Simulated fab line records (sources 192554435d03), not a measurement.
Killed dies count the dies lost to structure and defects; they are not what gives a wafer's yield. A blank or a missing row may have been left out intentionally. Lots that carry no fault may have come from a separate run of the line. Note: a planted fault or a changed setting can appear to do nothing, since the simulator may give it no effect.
Lot-split experiment + flow n5Finfet + 21 wafers read from 7 lots, route of 1938 steps

## ON THE SPLIT
At N5_BEOL_M8_ETCH_61 (etches SiARC in CF4, target depth 45.5 nm, time 75.8 s), the setting biasW was moved away from the recipe's 36 W on 10 of the 21 wafers read, by -16.0% to +5.9%. The other wafers ran this setting at the recipe's value.

The reading is taken at the split's own step.

## THE READING
rfVppV, in V, at N5_BEOL_M8_ETCH_61 (etches SiARC in CF4, target depth 45.5 nm, time 75.8 s). A value of 184.1 V with a standard deviation of 1.1 V is what fault-free wafers of this fab line usually give.

| wafer  | tool, chamber at the split | biasW as run, W | against the recipe | rfVppV, V | against lot-mates on the recipe |
|--------|----------------------------|-----------------|--------------------|-----------|---------------------------------|
| L074.1 | rieDiel-06, 0              | 36              | recipe             | 183.4     | -                               |
| L074.2 | rieDiel-06, 3              | 36              | recipe             | 184.8     | -                               |
| L074.6 | rieDiel-06, 3              | 36              | recipe             | 184.6     | -                               |
| L075.1 | rieDiel-01, 3              | 36              | recipe             | 183.4     | -                               |
| L075.2 | rieDiel-01, 1              | 36              | recipe             | 184.2     | -                               |
| L075.3 | rieDiel-01, 2              | 36              | recipe             | 184.3     | -                               |
| L084.2 | rieDiel-01, 0              | 38.14           | +5.9%              | 190.8     | +6.3                            |
| L084.3 | rieDiel-01, 1              | 38.14           | +5.9%              | 191.3     | +6.8                            |
| L084.6 | rieDiel-01, 2              | 36              | recipe             | 184.5     | -                               |
| L082.2 | rieDiel-03, 1              | 30.24           | -16.0%             | 166.1     | -18.5                           |
| L082.3 | rieDiel-03, 2              | 30.24           | -16.0%             | 166.2     | -18.4                           |
| L082.5 | rieDiel-03, 0              | 36              | recipe             | 184.6     | -                               |
| L087.1 | rieDiel-01, 0              | 36              | recipe             | 183.6     | -                               |
| L087.2 | rieDiel-01, 1              | 30.7            | -14.7%             | 165.7     | -17.9                           |
| L087.5 | rieDiel-01, 2              | 30.7            | -14.7%             | 167.1     | -16.5                           |
| L085.1 | rieDiel-06, 1              | 36              | recipe             | 182.1     | -                               |
| L085.4 | rieDiel-06, 0              | 30.37           | -15.6%             | 164.2     | -17.9                           |
| L085.6 | rieDiel-06, 2              | 30.37           | -15.6%             | 164.0     | -18.1                           |
| L097.1 | rieDiel-01, 3              | 31.99           | -11.1%             | 170.2     | -12.5                           |
| L097.2 | rieDiel-01, 0              | 36              | recipe             | 182.7     | -                               |
| L097.5 | rieDiel-01, 3              | 31.99           | -11.1%             | 168.8     | -13.9                           |

FIT RESULTS
A straight line over all 21 wafers: rfVppV changes by +1.2 V for each +1% of biasW; r = +0.99; the points scatter about the line by 0.98 V.
The same after taking each lot's own level away (the mean of its wafers on the recipe; 21 wafers): +1.15 V for each +1%; r = +1.00; scatter 0.47 V.
The reading moves by 18 V for the largest change in biasW, on that fit.
The lots' own levels span 182.10 to 184.60 V, that is 2.3 times the standard deviation above.
So the lot-to-lot level changes the slope little: the two slopes agree.
Check: -18.6 V against its lot-mates is what the line predicts for one of the wafers moved furthest among these (-16.0%) when that wafer is left out of the fit. It came out at -18.5 V against them.
Tool readings at the split's step, against how far the setting was moved: etchRfOnTimeS r = -0.93; rfVppV r = +0.99.

## OTHER SPLITS ON THESE WAFERS
Before the reading, these wafers also passed through other splits. Each is held against what the fit with the lots' levels taken away leaves over:
| other split on the same wafers  | wafers away from the commonest value | r with rfVppV (lot level and that fit taken away) |
|---------------------------------|--------------------------------------|---------------------------------------------------|
| N5_BEOL_M4_ETCH_64 biasW        | 12                                   | +0.07                                             |
| N5_BEOL_M4_COAT_67 spinRpm      | 8                                    | -0.37                                             |
| N5_BEOL_M5_ILD_DEP_00 timeS     | 3                                    | -0.21                                             |
| N5_BEOL_M5_PECVD_70 tempC       | 5                                    | -0.23                                             |
| N5_BEOL_M7_PECVD_70 tempC       | 6                                    | +0.20                                             |
| N5_BEOL_M7_HM_DEP_02 targetThkA | 7                                    | +0.06                                             |
| N5_BEOL_M7_COAT_71 spinRpm      | 11                                   | -0.15                                             |
| N5_BEOL_M7_COAT_22 spinRpm      | 4                                    | +0.16                                             |

## THE WHOLE CHAIN: every reading that the file lists as answering this split, in the file's order
| step               | what it does                                           | reading       | change (the file's fit)              | r (the file's) |
|--------------------|--------------------------------------------------------|---------------|--------------------------------------|----------------|
| N5_BEOL_M8_ETCH_61 | etches SiARC in CF4, target depth 45.5 nm, time 75.8 s | etchRfOnTimeS | withheld for each +1% of the setting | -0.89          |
| N5_BEOL_M8_ETCH_61 | etches SiARC in CF4, target depth 45.5 nm, time 75.8 s | rfVppV        | +1.16 V for each +1% of the setting  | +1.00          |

## THE FILE'S OWN FIT
rfVppV changes by +1.16 V for each +1% of biasW, r = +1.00.
